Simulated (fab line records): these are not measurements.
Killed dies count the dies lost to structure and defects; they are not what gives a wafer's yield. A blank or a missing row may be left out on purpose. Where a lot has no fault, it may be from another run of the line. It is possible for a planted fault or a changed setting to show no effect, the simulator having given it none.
Matching of chambers || flow nand-harc || NHARC_A_CHANNEL_HOLE_D1_ETCH_38 on rie-diel-06: 4 sister chambers
The step etches the open film in CF4, target depth 39 nm, time 65 s. 4 wafers are shown with their chamber, then 9 later ones without.

== WAFERS, EACH WITH ITS CHAMBER ==
{"wafer": "L120.3", "chamber": 0, "drypump-motor-current-A (A)": 6.2}
{"wafer": "L119.2", "chamber": 3, "drypump-motor-current-A (A)": 6.2}
{"wafer": "L119.4", "chamber": 2, "drypump-motor-current-A (A)": 5.3}
{"wafer": "L119.6", "chamber": 1, "drypump-motor-current-A (A)": 5.6}

== WAFERS WITHOUT THEIR CHAMBER ==
{"wafer": "L126.1", "drypump-motor-current-A (A)": 6.2}
{"wafer": "L126.2", "drypump-motor-current-A (A)": 5.6}
{"wafer": "L126.3", "drypump-motor-current-A (A)": 6.1}
{"wafer": "L125.2", "drypump-motor-current-A (A)": 6.2}
{"wafer": "L125.5", "drypump-motor-current-A (A)": 5.3}
{"wafer": "L125.6", "drypump-motor-current-A (A)": 5.6}
{"wafer": "L128.2", "drypump-motor-current-A (A)": 6.1}
{"wafer": "L128.3", "drypump-motor-current-A (A)": 6.3}
{"wafer": "L128.6", "drypump-motor-current-A (A)": 6.1}

== WHICH CHAMBER EACH ONE RAN IN ==
{"wafer": "L126.1", "from the rows above": "can't be placed: 0 or 3", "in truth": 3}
{"wafer": "L126.2", "from the rows above": 1, "in truth": 1}
{"wafer": "L126.3", "from the rows above": "can't be placed: 0 or 3", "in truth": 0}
{"wafer": "L125.2", "from the rows above": "can't be placed: 0 or 3", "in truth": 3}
{"wafer": "L125.5", "from the rows above": 2, "in truth": 2}
{"wafer": "L125.6", "from the rows above": 1, "in truth": 1}
{"wafer": "L128.2", "from the rows above": "can't be placed: 0 or 3", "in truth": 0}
{"wafer": "L128.3", "from the rows above": "can't be placed: 0 or 3", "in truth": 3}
{"wafer": "L128.6", "from the rows above": "can't be placed: 0 or 3", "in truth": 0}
Correctly placed: 3 of 9. Not placeable from these rows: 6 (in 6, the candidates include the true chamber). Number placed wrongly: 0.
How it was worked out, from the rows above alone: a wafer's distance from a chamber is the root of the sum, over the readings, of the square of ((its reading less the chamber's mean) divided by the reading's scatter). If the next closest chamber is less than 2 further off than the closest, the wafer can't be placed; otherwise it belongs to the closest. For every chamber, the mean is computed from those of its wafers that are shown. The scatter (one wafer shown for each chamber): square how far every hidden wafer sits from the nearest shown wafer, average those squares and take the square root.
